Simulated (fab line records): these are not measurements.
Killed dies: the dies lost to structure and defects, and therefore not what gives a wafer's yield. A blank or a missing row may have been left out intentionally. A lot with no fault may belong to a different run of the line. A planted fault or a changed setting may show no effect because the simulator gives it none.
What tool caused it? | flow n5Finfet | Sampling: 12 lots, 35 wafers, 5 of 1938 route steps

WHAT THE GAUGES READ, wafer by wafer
The record lacks any reading of a measuring or inspecting step that a usual standard deviation could be used to judge.

TOOL THAT RAN EACH LOT (tool first, then ch and the chambers of the sampled wafers, then the start)
lot  | N5_BEOL_M9_DEGAS_44         | N5_BEOL_M9_SPUTTER_48       | N5_BEOL_M10_PECVD_70            | N5_BEOL_M10_COAT_59              | N5_PASSIVATION_PROBE_49
L586 | pvdSputter-02, day 11 01:05 | pvdSputter-02, day 11 01:52 | pecvd-03 ch 0,1,2, day 11 03:31 | lithoTrack-02 ch 0, day 11 04:06 | prober-01, day 13 06:59
L587 | pvdSputter-01, day 11 01:20 | pvdSputter-02, day 11 02:07 | pecvd-02 ch 1,2, day 11 03:45   | lithoTrack-02 ch 0, day 11 06:25 | prober-01, day 13 20:38
L591 | pvdSputter-02, day 11 12:53 | pvdSputter-01, day 11 14:24 | pecvd-03 ch 0,1, day 11 16:50   | lithoTrack-02 ch 0, day 11 17:46 | prober-01, day 14 01:22
L590 | pvdSputter-03, day 11 14:40 | pvdSputter-03, day 11 17:02 | pecvd-02 ch 0,1,2, day 11 19:35 | lithoTrack-02 ch 0, day 11 22:11 | prober-02, day 14 03:18
L592 | pvdSputter-01, day 12 05:26 | pvdSputter-03, day 12 06:26 | pecvd-03 ch 1,2, day 12 08:38   | lithoTrack-03 ch 0, day 12 09:47 | prober-01, day 14 16:14
L598 | pvdSputter-01, day 13 19:12 | pvdSputter-02, day 13 19:50 | pecvd-03 ch 0,1,2, day 13 21:29 | lithoTrack-03 ch 0, day 13 22:41 | prober-01, day 16 09:29
L600 | pvdSputter-03, day 14 23:55 | pvdSputter-02, day 15 02:37 | pecvd-01 ch 0,1,2, day 15 04:15 | lithoTrack-04 ch 0, day 15 05:05 | prober-01, day 17 14:17
L601 | pvdSputter-01, day 15 05:14 | pvdSputter-02, day 15 07:26 | pecvd-01 ch 0,2, day 15 09:34   | lithoTrack-04 ch 0, day 15 09:53 | prober-01, day 17 13:44
L604 | pvdSputter-02, day 15 12:47 | pvdSputter-01, day 15 13:44 | pecvd-03 ch 0,1,2, day 15 15:31 | lithoTrack-03 ch 0, day 15 16:59 | prober-01, day 18 07:34
L603 | pvdSputter-02, day 15 17:35 | pvdSputter-03, day 15 18:59 | pecvd-02 ch 0,2, day 15 20:38   | lithoTrack-03 ch 0, day 15 21:26 | prober-01, day 18 06:12
L606 | pvdSputter-02, day 15 17:58 | pvdSputter-02, day 15 19:55 | pecvd-01 ch 0,2, day 15 21:40   | lithoTrack-03 ch 0, day 15 22:07 | prober-01, day 18 16:16
L608 | pvdSputter-01, day 16 10:00 | pvdSputter-03, day 16 10:41 | pecvd-03 ch 1,2, day 16 12:25   | lithoTrack-03 ch 0, day 16 16:05 | prober-01, day 19 04:54
- N5_BEOL_M9_DEGAS_44: time 60 s.
- N5_BEOL_M9_SPUTTER_48: material Cu, target thk 12 nm, time 2 s.
- N5_BEOL_M10_PECVD_70: deposits SiO2 from TEOS/O2, target thk 20 nm, time 22.7 s.
- N5_BEOL_M10_COAT_59: time 60 s, resist thk 100 nm.
- N5_PASSIVATION_PROBE_49

WHAT THE TOOLS THEMSELVES READ (means of the sampled wafers that have a number; where no wafer has one, the mark that the record gives instead)
N5_BEOL_M9_DEGAS_44. Usual: heaterPowerW reads 361 W (standard deviation 52).
lot  | tool          | heaterPowerW (W) | flag
L586 | pvdSputter-02 | 388              | 
L587 | pvdSputter-01 | 340              | 
L591 | pvdSputter-02 | 413              | 
L590 | pvdSputter-03 | 391              | 
L592 | pvdSputter-01 | 343              | 
L598 | pvdSputter-01 | 334              | 
L600 | pvdSputter-03 | 412              | 
L601 | pvdSputter-01 | 312              | 
L604 | pvdSputter-02 | 383              | 
L603 | pvdSputter-02 | 340              | 
L606 | pvdSputter-02 | 336              | 
L608 | pvdSputter-01 | 342              | 

N5_BEOL_M9_SPUTTER_48. Usual: throttleValvePct reads 30.0 % (standard deviation 0.96).
lot  | tool          | throttleValvePct (%) | flag
L586 | pvdSputter-02 | 29.9                 | 
L587 | pvdSputter-02 | 30.4                 | 
L591 | pvdSputter-01 | 29.2                 | 
L590 | pvdSputter-03 | 31.5                 | 
L592 | pvdSputter-03 | 30.3                 | 
L598 | pvdSputter-02 | 30.4                 | 
L600 | pvdSputter-02 | 30.5                 | 
L601 | pvdSputter-02 | 30.0                 | 
L604 | pvdSputter-01 | 29.2                 | 
L603 | pvdSputter-03 | 31.3                 | 
L606 | pvdSputter-02 | 30.7                 | 
L608 | pvdSputter-03 | 30.3                 | 

N5_BEOL_M10_PECVD_70. Usual: heaterPowerW 702 W, standard deviation 74; showerheadPlenumPTorr 8.77 Torr, standard deviation 0.052; throttleValvePct 22.8 %, standard deviation 1.8.
lot  | tool     | heaterPowerW (W) | showerheadPlenumPTorr (Torr) | throttleValvePct (%) | flag
L586 | pecvd-03 | 739              | 8.78                         | 22.7                 | 
L587 | pecvd-02 | 695              | 8.78                         | 23.1                 | 
L591 | pecvd-03 | 747              | 8.80                         | 24.5                 | 
L590 | pecvd-02 | 681              | 8.73                         | 21.9                 | 
L592 | pecvd-03 | 666              | 8.82                         | 23.2                 | 
L598 | pecvd-03 | 716              | 8.76                         | 22.8                 | 
L600 | pecvd-01 | 673              | 8.81                         | 23.8                 | 
L601 | pecvd-01 | 705              | 8.77                         | 24.6                 | 
L604 | pecvd-03 | 732              | 8.79                         | 22.8                 | 
L603 | pecvd-02 | 717              | 8.69                         | 21.1                 | 
L606 | pecvd-01 | 716              | 8.77                         | 24.3                 | 
L608 | pecvd-03 | 637              | 8.80                         | 21.7                 | 

N5_BEOL_M10_COAT_59. Usual: heaterPowerTotalW 500.9 W, standard deviation 1.8; plateTempC 249.99 C, standard deviation 0.17.
lot  | tool          | heaterPowerTotalW (W) | plateTempC (C) | flag
L586 | lithoTrack-02 | 501.5                 | 249.90         | 
L587 | lithoTrack-02 | 499.0                 | 250.16         | 
L591 | lithoTrack-02 | 495.1                 | 247.73         | OFF
L590 | lithoTrack-02 | 495.6                 | 247.57         | OFF
L592 | lithoTrack-03 | 499.5                 | 250.07         | 
L598 | lithoTrack-03 | 501.7                 | 249.86         | 
L600 | lithoTrack-04 | 502.2                 | 250.14         | 
L601 | lithoTrack-04 | 499.8                 | 250.14         | 
L604 | lithoTrack-03 | 501.0                 | 249.88         | 
L603 | lithoTrack-03 | 501.8                 | 250.16         | 
L606 | lithoTrack-03 | 501.7                 | 250.00         | 
L608 | lithoTrack-03 | 499.1                 | 249.86         | 

N5_PASSIVATION_PROBE_49. Usual: defectLimitedYield 91.2 %, standard deviation 1.4; killed_at_M0_to_M3 34, standard deviation 11; killed_at_M4_up 14, standard deviation 6.3; killedAtContacts 13, standard deviation 7.4; killedAtFrontEnd 38, standard deviation 11; killedAtOther 4.3, standard deviation 2.9; killedDies 103, standard deviation 17; killedOpen 68, standard deviation 12; killedShort 34, standard deviation 8; sort_bin_5_function 5.1 %, standard deviation 0.9; sort_bin_6_memory 3.3 %, standard deviation 0.66; sortNPass 1077, standard deviation 17; sortYieldPct 91.2 %, standard deviation 1.4.
lot  | tool      | defectLimitedYield (%) | killed_at_M0_to_M3 | killed_at_M4_up | killedAtContacts | killedAtFrontEnd | killedAtOther | killedDies | killedOpen | killedShort | sort_bin_5_function (%) | sort_bin_6_memory (%) | sortNPass | sortYieldPct (%) | flag
L586 | prober-01 | 92.9                   | 29                 | 11              | 7                | 32               | 5.0           | 84         | 59         | 25          | 4.6                     | 2.3                   | 1096      | 92.9             | 
L587 | prober-01 | 92.2                   | 30                 | 12              | 8                | 36               | 5.7           | 92         | 62         | 28          | 4.7                     | 2.9                   | 1088      | 92.2             | 
L591 | prober-01 | 92.1                   | 19                 | 9               | 21               | 40               | 2.7           | 93         | 60         | 31          | 4.5                     | 3.0                   | 1087      | 92.1             | 
L590 | prober-02 | 91.3                   | 23                 | 23              | 11               | 39               | 7.3           | 103        | 72         | 31          | 4.7                     | 3.6                   | 1077      | 91.3             | 
L592 | prober-01 | 90.9                   | 18                 | 13              | 29               | 42               | 5.7           | 108        | 75         | 33          | 5.1                     | 3.7                   | 1072      | 90.9             | 
L598 | prober-01 | 92.0                   | 33                 | 11              | 16               | 34               | 1.7           | 95         | 63         | 31          | 4.8                     | 3.1                   | 1085      | 92.0             | 
L600 | prober-01 | 90.7                   | 43                 | 15              | 28               | 22               | 2.7           | 110        | 81         | 29          | 5.6                     | 3.5                   | 1070      | 90.7             | 
L601 | prober-01 | 92.2                   | 20                 | 19              | 7                | 41               | 4.7           | 92         | 60         | 28          | 4.5                     | 3.0                   | 1088      | 92.2             | 
L604 | prober-01 | 90.3                   | 44                 | 12              | 11               | 44               | 3.7           | 114        | 72         | 39          | 5.4                     | 3.9                   | 1066      | 90.3             | 
L603 | prober-01 | 92.3                   | 29                 | 12              | 6                | 42               | 2.3           | 91         | 65         | 26          | 4.5                     | 2.9                   | 1089      | 92.3             | 
L606 | prober-01 | 87.8                   | 54                 | 22              | 8                | 56               | 3.5           | 144        | 99         | 46          | 7.6                     | 4.2                   | 1036      | 87.8             | 
L608 | prober-01 | 91.4                   | 37                 | 18              | 14               | 30               | 1.7           | 102        | 65         | 36          | 5.0                     | 3.2                   | 1078      | 91.4             | 

THE ANSWER, worked out from the rows above alone
Rule: lot off if the mean of its wafers having a number is beyond 3 standard deviations from the usual mean. Also off: a lot with no number at a reading for which 4 or more lots have one. Where the step has rows for the other lots, those lots are counted as sound. First the gauges in route order, then the tools' own readings, where a lot's mean is used as printed above. At the first step where some lot is off, the reading lying furthest off is the one used; lots without a number count as furthest.
Off: L591, L590 (N5_BEOL_M10_COAT_59, plateTempC).
If a tool, at that step or one of the process steps before it, ran each lot that is off and ran no sound lot following the first of them, it fits. One fits: lithoTrack-02 at N5_BEOL_M10_COAT_59. Its last sound lot is L587 (day 11 06:25), its first lot that is off L591 (day 11 17:46): a fault that began between those two fits.
The tool's own readings at N5_BEOL_M10_COAT_59 bear it out: on the lots that are off they differ by more than 5 times the standard deviation of the sound lots' means. plateTempC reads 247.65 C there against 250.02 C on the sound lots.

WHAT HAD BEEN PUT IN BY THE SIMULATOR
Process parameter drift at N5_BEOL_M10_COAT_59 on lithoTrack-02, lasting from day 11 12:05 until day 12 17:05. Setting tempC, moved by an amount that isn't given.
Lots struck among those shown: L591, L590. The rule above reached the same finding.
